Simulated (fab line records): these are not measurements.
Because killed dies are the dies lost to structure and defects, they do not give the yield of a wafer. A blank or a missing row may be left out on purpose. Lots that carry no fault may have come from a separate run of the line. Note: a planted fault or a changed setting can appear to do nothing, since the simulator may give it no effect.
fab line records ; flow n5Finfet
record lots=5; wafers=13; lastDay=17
route steps=1938 shown FIN_SAQP@90 BEOL_M4@1111 PASSIVATION@1936
lots that met no fault: from a run of the same line without faults
startH: hours from the record's opening day to when the first of the lot's shown wafers began ; waitH: time in hours since the lot's previous step ; " same as the row above ; L1.1+2: a single row standing in for several wafers ; - no value present, or no start provided ; * or withheld: withheld ; < > ~ a bound
route shown NAME@n: NAME is a module with steps in the file, n the number in the route of the first one ; usual: mean and standard deviation over wafers with no fault ; same: alike in all rows ; chamber/n: place in a boat ; sites: each site's reading ; _std_site: the standard deviation of these ; _edge_site: outer sites' mean less inner sites' ; radiusMm: how far each site lies from the wafer's centre ; mask NAME#n: copy n ; behind: tool/chamber where the wafer was last shaped ; hold: reason for holding the lot/hours on hold/outcome of the hold ; device: names the non-switching transistor (n, p or np) ; end of line: tests of these same wafers at the route's end ; a step given without rows: its recipe and nothing more ; killed: dies lost to structure and defects at the first sort, not the wafer's yield ; map: per-die view of a wafer (x killed, . not killed, _ where there is no die)
set.NAME: the setting the step ran with; set.NAME@STEP: the setting that earlier step ran with ; model.NAME: the simulator's own value behind a step, which no gauge read
lots at some steps of the route; a table a step, a row a wafer
services: when a tool's chamber went out of use (startH, in hours from the record's first day, below 0 if earlier), for how many hours, and the reason
## steps
# step N5_FIN_SAQP_PRECLEAN_42
# recipe chemistry=O3/DIW; timeS=60; tempC=22; o3Ppm=10
# step N5_FIN_SAQP_PRECLEAN_00
# recipe chemistry=SC1; timeS=60; tempC=55; mix=1:2:50
# step N5_FIN_SAQP_PRECLEAN_44
# recipe chemistry=SC2; timeS=45; tempC=35; mix=1:1:50
# step N5_FIN_SAQP_SRD_01
# recipe dry=ipaMarangoni; timeS=30; tempC=23; rinseLiquid=diw
# step N5_FIN_SAQP_ALD_61
# recipe material=SiO2; targetThkA=40; tempC=300; aldPrecursorFamily=BDEAS; aldCoReactant=O2-plasma; pulseTimeS=1; purgeTimeS=2; coReactantPurgeTimeS=2; aldCycles=43; pressureTorr=2
# step N5_FIN_SAQP_DENSIFY_62
# recipe tempC=700; timeS=60; ambient=N2; idleTempC=600; rampUpCPerS=150; rampDownCPerS=60; coolToC=600
# step N5_FIN_SAQP_HM_DEP_03
# recipe material=SiNx; targetThkA=380; tempC=400; precursor=SiH4/NH3/N2; pressureTorr=1.5; rfW=300; timeS=33.6
# step N5_FIN_SAQP_PECVD_47
# recipe material=a-Si; targetThkA=450; tempC=400; precursor=SiH4/He; pressureTorr=3; rfW=100; timeS=36.3
# step N5_FIN_SAQP_PECVD_48
# recipe material=SiNx; targetThkA=250; tempC=400; precursor=SiH4/NH3/N2; pressureTorr=1.5; rfW=300; timeS=22.1
# step N5_FIN_SAQP_PECVD_06
# recipe material=a-Si; targetThkA=600; tempC=400; precursor=SiH4/He; pressureTorr=3; rfW=100; timeS=48.1
# usual heaterPowerW=869/140; showerheadPlenumPTorr=5.673/0.026; throttleValvePct=18.2/1.2
lot.wafer;tool;chamber;startH;waitH;heaterPowerW;showerheadPlenumPTorr;throttleValvePct;model.a-Si_of_FIN_SAQP_PECVD_06.thkNm
L449.2;pecvd-03;1;33.23;0.0;714;5.676;19.9;60.08
L449.5;pecvd-03;2;33.23;0.0;927;5.665;17.8;61.19
L449.6;pecvd-03;1;33.23;0.0;704;5.677;20.1;60.88
L463.2;pecvd-03;1;116.96;0.0;728;5.666;20.1;30.25
L463.6;pecvd-03;0;116.96;0.0;673;5.665;19.5;60.77
L464.1;pecvd-03;2;123.63;0.0;990;5.671;18.1;59.48
L464.3;pecvd-03;1;123.63;0.0;813;5.661;19.8;60.18
L464.5;pecvd-03;0;123.63;0.0;677;5.665;19.4;30.74
L466.2;pecvd-03;2;141.46;0.0;917;5.659;18.1;30.19
L466.5;pecvd-03;0;141.46;0.0;634;5.680;19.4;31.72
L469.1;pecvd-04;2;154.42;0.0;1001;5.675;18.3;59.72
L469.2;pecvd-04;0;154.42;0.0;1005;5.733;16.9;59.55
L469.6;pecvd-04;2;154.42;0.0;976;5.672;18.0;60.04
# step N5_FIN_SAQP_THK_MEAS_07
# usual thkNm=60.2/0.61
lot.wafer;tool;chamber;startH;waitH;thkNm
L449.2;filmMetro-01;-;33.32;0.1;60.0
L449.5;filmMetro-01;-;33.32;0.1;61.2
L449.6;filmMetro-01;-;33.32;0.1;60.9
L463.2;filmMetro-02;-;117.05;0.1;30.3
L463.6;filmMetro-02;-;117.05;0.1;60.8
L464.1;filmMetro-01;-;123.72;0.1;59.5
L464.3;filmMetro-01;-;123.72;0.1;60.2
L464.5;filmMetro-01;-;123.72;0.1;30.8
L466.2;filmMetro-01;-;141.55;0.1;30.2
L466.5;filmMetro-01;-;141.55;0.1;31.7
L469.1;filmMetro-01;-;154.54;0.1;59.7
L469.2;filmMetro-01;-;154.54;0.1;59.6
L469.6;filmMetro-01;-;154.54;0.1;60.0
# step N5_FIN_SAQP_HM_DEP_72
# recipe material=SiO2; targetThkA=120; tempC=400; precursor=SiH4/N2O; pressureTorr=0.75; rfW=275; timeS=7.2
# step N5_FIN_SAQP_COAT_49
# recipe resist=SOC; tempC=250; timeS=60; spinRpm=1500; resistThkNm=100
# step N5_FIN_SAQP_COAT_50
# recipe resist=SiARC; tempC=220; timeS=60; spinRpm=1500; resistThkNm=35
# step N5_FIN_SAQP_COAT_10
# recipe resist=CAR-ArF; spinRpm=1500; resistThkNm=90
# step N5_FIN_SAQP_EBR_12
# recipe solvent=PGMEA; ebrWidthMm=1.5
# step N5_FIN_SAQP_SOFTBAKE_11
# recipe tempC=110; timeS=60; resist=CAR-ArF
# step N5_FIN_SAQP_EXPOSE_13
# recipe maskId=FIN_CORE; na=1.35; sourceShape=dipole; sigmaInner=0.538; sigmaOuter=0.738; polarization=te; targetCdNm=35.6; doseMj=63.25
# step N5_FIN_SAQP_PEB_14
# recipe pebTempC=withheld; pebTimeS=60; resist=CAR-ArF
# step N5_FIN_SAQP_DEVELOP_15
# recipe developTimeS=30; developer=TMAH; resist=CAR-ArF; devTempC=23; rinseLiquid=diw; dry=airSpin
# step N5_FIN_SAQP_DESCUM_21
# recipe chemistry=O2; timeS=7.9; sourcePowerW=50; biasPowerW=20; pressureMtorr=20; rfFrequencyHz=2.712e+07; tempC=40; resist=CAR-ArF; o2FlowSccm=225
# step N5_FIN_SAQP_ETCH_51
# recipe chemistry=CF4; target=SiARC; targetDepthA=455; maskMaterial=CAR-ArF; timeS=75.8; ionEnergyEv=80; pressureMtorr=40; sourceW=545; biasW=36; Ar_flow_sccm=100; cf4FlowSccm=100; ends=cleared
# step N5_FIN_SAQP_ETCH_52
# recipe chemistry=N2/H2; target=SOC; targetDepthA=1000; overetchA=200; maskMaterial=SiARC; tempC=40; timeS=150; ionEnergyEv=200; pressureMtorr=30; sourceW=840; biasW=150; n2FlowSccm=200; h2FlowSccm=200; ends=endPoint
# step N5_FIN_SAQP_STRIP_53
# recipe chemistry=N2/H2; tempC=40; n2FlowSccm=200; h2FlowSccm=200; rfFrequencyHz=6e+07
# step N5_FIN_SAQP_HM_OPEN_73
# recipe chemistry=CHF3/O2; target=SiO2; stopOn=a-Si; targetDepthA=120; overEtchFrac=1.8; maskMaterial=SOC; timeS=16.8; pressureMtorr=30; sourceW=650; biasW=170; Ar_flow_sccm=200; CHF3_flow_sccm=50; O2_flow_sccm=5; ionEnergyEv=200; ends=endPoint
# step N5_FIN_SAQP_STRIP_74
# recipe chemistry=CHF3/O2; resist=SiARC; rfFrequencyHz=6e+07
# step N5_FIN_SAQP_MANDREL_ETCH_22
# recipe targetDepthA=600; chemistry=HBr/Cl2; target=a-Si; stopOn=SiNx; btTimeS=10; overEtchFrac=0.5; timeS=30; pressureMtorr=10; icpW=800; biasW=75; HBr_flow_sccm=150; Cl2_flow_sccm=80; ends=endPoint
# usual drypumpMotorCurrentA=5.7/0.54; heBacksideLeakSccm=2.85/0.25; oesProductAu=0.776/0.013; throttleValvePct=35.33/0.24
lot.wafer;tool;chamber;startH;waitH;drypumpMotorCurrentA;heBacksideLeakSccm;oesProductAu;rfHoursCounterH;throttleValvePct;model.etch.depthNm
L449.2;rieSi-01;3;34.44;0.0;5.1;2.72;0.775;113;35.32;60.08
L449.5;rieSi-01;1;34.44;0.0;5.4;2.80;0.780;-;35.73;61.15
L449.6;rieSi-01;0;34.44;0.0;5.1;2.66;0.795;-;35.43;60.88
L463.2;rieSi-03;0;117.92;0.0;5.4;3.07;0.526;63;35.37;30.18
L463.6;rieSi-03;2;117.92;0.0;5.6;3.00;0.765;-;35.40;60.77
L464.1;rieSi-01;1;124.58;0.0;5.3;2.72;0.758;15;35.76;59.47
L464.3;rieSi-01;0;124.58;0.0;5.1;2.73;0.787;43;35.42;60.18
L464.5;rieSi-01;1;124.58;0.0;5.4;2.79;0.541;-;36.22;30.72
L466.2;rieSi-04;0;142.42;0.0;5.6;2.58;0.555;151;35.76;30.19
L466.5;rieSi-04;3;142.42;0.0;6.3;2.91;0.563;-;35.52;31.64
L469.1;rieSi-03;2;155.28;0.0;5.6;2.77;0.756;4;35.42;59.72
L469.2;rieSi-03;3;155.28;0.0;6.1;2.76;0.792;110;35.33;59.54
L469.6;rieSi-03;3;155.28;0.0;6.1;2.81;0.800;-;35.32;60.02
# step N5_FIN_SAQP_STRIP_55
# recipe chemistry=N2/H2; powerW=500; tempC=40; pressureMtorr=50; rfFrequencyHz=6e+07; overashFraction=0.3; biasPowerW=28; h2Frac=0.5; n2FlowSccm=300; h2FlowSccm=300
# step N5_FIN_SAQP_STRIP_23
# recipe chemistry=SPM; timeS=750; tempC=130; h2so4H2o2VolRatio=4
# step N5_FIN_SAQP_SRD_66
# recipe dry=ipaMarangoni; timeS=30; tempC=23; rinseLiquid=diw
# step N5_FIN_SAQP_RECESS_75
# recipe chemistry=HF/NH3; target=SiO2; targetDepthA=144; afsCycles=3; tempC=30; sublimationTempC=180; sublimationTimeS=60
# step N5_FIN_SAQP_SPACER1_ALD_24
# recipe material=SiO2; targetThkA=203; tempC=300; aldPrecursorFamily=BDEAS; aldCoReactant=O2-plasma; pulseTimeS=1; purgeTimeS=2; coReactantPurgeTimeS=2; aldCycles=218; pressureTorr=2
# step N5_FIN_SAQP_SPACER1_ETCHBACK_25
# recipe chemistry=CHF3/O2; mode=anisotropicEtchback; target=SiO2; targetDepthA=244; timeS=12.2; pressureMtorr=30; sourceW=650; biasW=170; Ar_flow_sccm=200; CHF3_flow_sccm=50; O2_flow_sccm=5; ionEnergyEv=200
# usual drypumpMotorCurrentA=5.7/0.46; oesProductAu=0.76/0.088; rfVppV=527/6.5; showerheadPlenumPTorr=2.41/0.091; throttleValvePct=18.96/0.27
lot.wafer;tool;chamber;startH;waitH;drypumpMotorCurrentA;oesProductAu;rfHoursCounterH;rfVppV;showerheadPlenumPTorr;throttleValvePct;model.a-Si_of_FIN_SAQP_PECVD_06.thkNm
L449.2;rieDiel-06;0;36.15;0.4;5.8;0.72;184;515;2.39;19.19;59.2
L449.5;rieDiel-06;1;36.15;0.4;5.9;0.70;-;522;2.30;19.37;60.2
L449.6;rieDiel-06;0;36.15;0.4;5.8;0.71;-;515;2.39;19.17;60
L463.2;rieDiel-05;3;119.53;0.4;4.8;0.72;173;527;2.50;18.91;29.2
L463.6;rieDiel-05;3;119.53;0.4;4.9;0.71;-;528;2.50;18.89;59.8
L464.1;rieDiel-05;0;126.42;0.4;5.9;0.99;3;522;2.36;18.45;58.6
L464.3;rieDiel-05;1;126.42;0.4;5.2;0.86;56;537;2.44;19.09;59.2
L464.5;rieDiel-05;1;126.42;0.4;5.2;0.85;-;538;2.44;19.09;29.8
L466.2;rieDiel-02;2;144.14;0.4;5.9;0.74;178;536;2.49;18.77;29.2
L466.5;rieDiel-02;2;144.14;0.4;5.9;0.74;-;534;2.49;18.79;30.8
L469.1;rieDiel-06;0;157.05;0.4;5.8;0.69;224;516;2.37;19.24;58.8
L469.2;rieDiel-06;3;157.05;0.4;5.7;0.90;27;533;2.56;18.72;58.6
L469.6;rieDiel-06;0;157.05;0.4;5.8;0.69;-;514;2.37;19.24;59.2
# step N5_FIN_SAQP_MANDREL1_REMOVE_56
# recipe chemistry=HBr/Cl2/O2; btTimeS=10; target=a-Si; stopOn=SiNx; endpoint=OES-SiCl; overEtchFrac=1; icpW=600; biasW=22; HBr_flow_sccm=150; Cl2_flow_sccm=80; O2_flow_sccm=5; pressureMtorr=10
# step N5_BEOL_M4_RC_MEAS_101
# usual DIBL_N=35.9/1.4; DIBL_P=35.9/1.7; IOFF_N=0.155/0.023; IOFF_P=0.201/0.029; ION_N=672/8.8; ION_P=460/7; SS_N=71.6/0.48; SS_P=73.1/0.64; VT_N=250.0/3; VT_P=-251.6/3
lot.wafer;tool;chamber;startH;waitH;DIBL_N[mV/V];DIBL_P[mV/V];IOFF_N[nA/um];IOFF_P[nA/um];ION_N[uA/um];ION_P[uA/um];SS_N[mV/dec];SS_P[mV/dec];VT_N[mV];VT_P[mV]
L449.2;prober-02;0;183.09;0.2;34.8;33.7;0.131;0.188;665;462;71.6;71.9;254.0;-249.1
L449.5;prober-02;0;183.09;0.2;35.7;34.9;0.139;0.206;666;462;71.8;73.1;251.4;-247.9
L449.6;prober-02;0;183.09;0.2;36.3;36.9;0.167;0.238;673;464;71.9;73.9;247.6;-244.8
L463.2;prober-01;0;269.33;0.2;37.8;35.2;0.148;0.186;671;450;70.7;73.0;252.3;-253.5
L463.6;prober-01;0;269.33;0.2;39.6;38.5;0.191;0.237;684;463;72.0;74.2;247.0;-248.9
L464.1;prober-02;0;275.34;0.0;37.0;37.2;0.169;0.215;691;466;71.7;73.4;248.9;-250.8
L464.3;prober-02;0;275.34;0.0;36.5;36.3;0.147;0.201;675;464;71.2;73.2;250.6;-250.9
L464.5;prober-02;0;275.34;0.0;35.7;34.7;0.131;0.173;669;459;71.8;72.3;254.2;-253.4
L466.2;prober-01;0;287.10;0.2;34.0;34.7;0.131;0.174;676;460;71.5;72.6;251.9;-253.8
L466.5;prober-01;0;287.10;0.2;34.5;34.6;0.133;0.170;661;452;71.6;72.5;252.8;-253.6
L469.1;prober-01;0;305.76;0.2;36.1;34.9;0.146;0.175;668;452;71.7;73.5;250.2;-255.3
L469.2;prober-01;0;305.76;0.2;34.4;33.7;0.118;0.161;665;456;71.0;73.4;254.4;-255.5
L469.6;prober-01;0;305.76;0.2;35.7;35.3;0.139;0.182;662;452;71.7;73.2;252.2;-253.5
# step N5_PASSIVATION_PROBE_49
# usual defectLimitedYield=91.7/1.5; killed_at_M0_to_M3=30/8.6; killed_at_M4_up=12/4.5; killedAtContacts=13/5.8; killedAtFrontEnd=38/11; killedAtOther=4/3; killedDies=97/17; killedOnRim=13/3.6; killedOpen=63/12; killedShort=32/8.8; sort_bin_5_function=4.8/0.91; sort_bin_6_memory=3.1/0.68; sortNPass=1083/17; sortYieldPct=91.7/1.5
# same grossDies=1180; killedAtBackSide=0; sort_bin_4_leakage[%]=0; sort_bin_8_speed[%]=0
lot.wafer;tool;chamber;startH;waitH;defectLimitedYield[%];killed_at_M0_to_M3;killed_at_M4_up;killedAtContacts;killedAtFrontEnd;killedAtOther;killedDies;killedOnRim;killedOpen;killedShort;sort_bin_5_function[%];sort_bin_6_memory[%];sortNPass;sortYieldPct[%]
L449.2;prober-01;-;294.27;0.1;93.1;25;9;5;35;8;82;12;55;24;3.8;2.9;1098;93.1
L449.5;prober-01;-;294.42;0.2;91.7;29;13;9;44;3;98;20;71;26;5.1;3.1;1082;91.7
L449.6;prober-01;-;294.47;0.3;93.0;26;9;12;31;5;83;11;55;24;4.0;3.0;1097;93.0
L463.2;prober-01;-;373.44;0.1;92.5;22;12;13;36;5;88;11;49;36;4.8;2.2;1092;92.5
L463.6;prober-01;-;373.64;0.3;93.1;15;22;10;28;6;81;10;49;29;3.6;2.9;1099;93.1
L466.2;prober-02;-;391.06;0.1;90.2;25;11;10;57;13;116;18;64;50;5.3;4.1;1064;90.2
L466.5;prober-02;-;391.21;0.2;92.2;22;9;2;54;5;92;14;64;25;4.8;2.5;1088;92.2
L469.1;prober-01;-;415.81;0.0;93.2;31;9;9;31;0;80;11;52;25;4.1;2.4;1100;93.2
L469.2;prober-01;-;415.86;0.1;91.9;28;14;12;40;2;96;15;65;30;4.7;3.1;1084;91.9
L469.6;prober-01;-;416.06;0.3;93.3;20;8;16;30;5;79;12;48;27;4.0;2.1;1101;93.3
# killed by level:class
L449.2 STI_FIN_REVEAL:geometricParticle:open=8 DUMMY_GATE:geometricParticle:open=7 FIN_SAQP:geometricParticle:open=5 BEOL_M0_SAQP:geometricParticle:open=5 BEOL_M1:geometricParticle:open=5 BEOL_M3:geometricParticle:open=5 MOL_CONTACT_COAG:geometricParticle:open=4 BEOL_M4:geometricParticle:open=4
L449.5 DUMMY_GATE:geometricParticle:open=12 FIN_SAQP:geometricParticle:open=10 BEOL_M3:geometricParticle:open=9 BEOL_M2:geometricParticle:open=7 BEOL_M4:geometricParticle:open=7 MOL_CONTACT_COAG:geometricParticle:open=5 BEOL_M1:geometricParticle:open=5 STI_FIN_REVEAL:geometricParticle:open=4
L449.6 MOL_CONTACT_COAG:geometricParticle:open=10 FIN_SAQP:geometricParticle:open=8 BEOL_M2:geometricParticle:open=8 BEOL_M0_SAQP:geometricParticle:short=7 FIN_SAQP:geometricParticle:short=6 DUMMY_GATE:geometricParticle:open=6 STI_FIN_REVEAL:geometricParticle:open=4 BEOL_M3:geometricParticle:open=4
L463.2 MOL_CONTACT_COAG:geometricParticle:open=11 BEOL_M3:geometricParticle:open=9 ILD0:geometricParticle:open=6 ILD0:geometricParticle:short=5 GATE_CUT:geometricParticle:short=5 FIN_SAQP:geometricParticle:short=4 BEOL_M4:geometricParticle:open=4 STARTING-WAFER:geometricParticle:open=4
L463.6 BEOL_M4:geometricParticle:open=11 FIN_SAQP:geometricParticle:short=9 MOL_CONTACT_COAG:geometricParticle:open=9 FIN_SAQP:geometricParticle:open=4 BEOL_M1:geometricParticle:short=4 BEOL_M3:geometricParticle:open=4 BEOL_M8:geometricParticle:open=4 STARTING-WAFER:geometricParticle:open=4
L466.2 STI_FIN_REVEAL:geometricParticle:open=13 FIN_SAQP:geometricParticle:short=11 FIN_SAQP:geometricParticle:open=10 MOL_CONTACT_COAG:geometricParticle:open=9 STI_FIN_REVEAL:geometricParticle:short=7 BEOL_M0_SAQP:geometricParticle:short=7 BEOL_M3:geometricParticle:open=5 BEOL_M0_SAQP:geometricParticle:open=5
L466.5 STI_FIN_REVEAL:geometricParticle:open=14 FIN_SAQP:geometricParticle:open=11 BEOL_M0:geometricParticle:open=8 GATE_CUT:geometricParticle:short=6 BEOL_M3:geometricParticle:open=6 FIN_SAQP:geometricParticle:short=4 GATE_CUT:geometricParticle:open=4 BEOL_M0_SAQP:geometricParticle:short=4
L469.1 BEOL_M3:geometricParticle:open=8 BEOL_M0_SAQP:geometricParticle:short=6 BEOL_M1:geometricParticle:open=6 FIN_SAQP:geometricParticle:short=5 BEOL_M0_SAQP:geometricParticle:open=5 STI_FIN_REVEAL:geometricParticle:open=5 MOL_CONTACT_COAG:geometricParticle:open=5 DUMMY_GATE:geometricParticle:open=4
L469.2 STI_FIN_REVEAL:geometricParticle:open=11 MOL_CONTACT_COAG:geometricParticle:open=9 BEOL_M1:geometricParticle:open=8 BEOL_M0_SAQP:geometricParticle:open=7 BEOL_M4:geometricParticle:open=7 FIN_SAQP:geometricParticle:open=6 FIN_SAQP:geometricParticle:short=6 BEOL_M0_SAQP:geometricParticle:short=5
L469.6 MOL_CONTACT_COAG:geometricParticle:open=10 FIN_SAQP:geometricParticle:short=6 STI_FIN_REVEAL:geometricParticle:open=6 MOL_CONTACT_COAG:geometricParticle:short=6 BEOL_M3:geometricParticle:open=5 BEOL_M0_SAQP:geometricParticle:short=4 BEOL_M1:geometricParticle:open=4 BEOL_M5:geometricParticle:open=4
## services
tool;chamber;startH;hours;kind
rieSi-04;-;21.28;2.8;pm
rieSi-03;1;25.62;12.0;repair
rieDiel-02;0;37.94;4.1;repair
rieDiel-05;1;40.94;2.4;repair
rieDiel-06;3;40.94;4.9;repair
rieSi-01;3;46.02;3.3;repair
rieDiel-06;3;51.35;-;clean
rieDiel-05;2;52.94;3.9;repair
rieDiel-06;0;52.95;4.0;repair
rieDiel-06;0;71.63;6.5;repair
rieDiel-02;-;77.79;0.1;repair
rieDiel-02;-;80.40;2.8;pm
rieDiel-05;3;85.44;2.8;repair
pecvd-04;2;87.76;4.7;repair
rieSi-01;0;97.66;6.8;repair
rieDiel-06;1;99.50;6.9;repair
pecvd-04;-;100.78;6.0;pm
rieSi-04;-;111.63;2.9;repair
pecvd-03;1;118.11;-;calibration
rieSi-04;-;118.74;14.6;pm
pecvd-04;-;133.79;2.8;pm
pecvd-04;-;138.03;0.5;repair
rieSi-04;2;147.65;6.1;repair
rieSi-03;2;152.56;1.8;repair
## key
firstSign step=N5_FIN_SAQP_THK_MEAS_07; reading=thkNm; direction=down; sigmas=48; usual=*; struck=*
effect step=N5_FIN_SAQP_MANDREL_ETCH_22; reading=oesProductAu; direction=down; sigmas=17; usual=0.776; struck=0.546
modelEffect step=N5_FIN_SAQP_PECVD_06; value=a-Si_of_FIN_SAQP_PECVD_06.thkNm; without=59.96; struck=30.72
modelEffect step=N5_FIN_SAQP_MANDREL_ETCH_22; value=etch.depthNm; without=59.93; struck=30.69
modelEffect step=N5_FIN_SAQP_SPACER1_ETCHBACK_25; value=a-Si_of_FIN_SAQP_PECVD_06.thkNm; without=59; struck=29.75
metAt N5_FIN_SAQP_PECVD_06
struckWafers L463.2,L464.5,L466.2,L466.5
onsetBetween 33.23 116.96
fault kind=processParameterDrift; tool=pecvd-03; chamber=-; onsetH=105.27; steps=N5_FIN_SAQP_PECVD_06; channel=timeS; offset=*; shape=step; endH=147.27; scope=struckWafersOnly; actsIn=*; stated=*
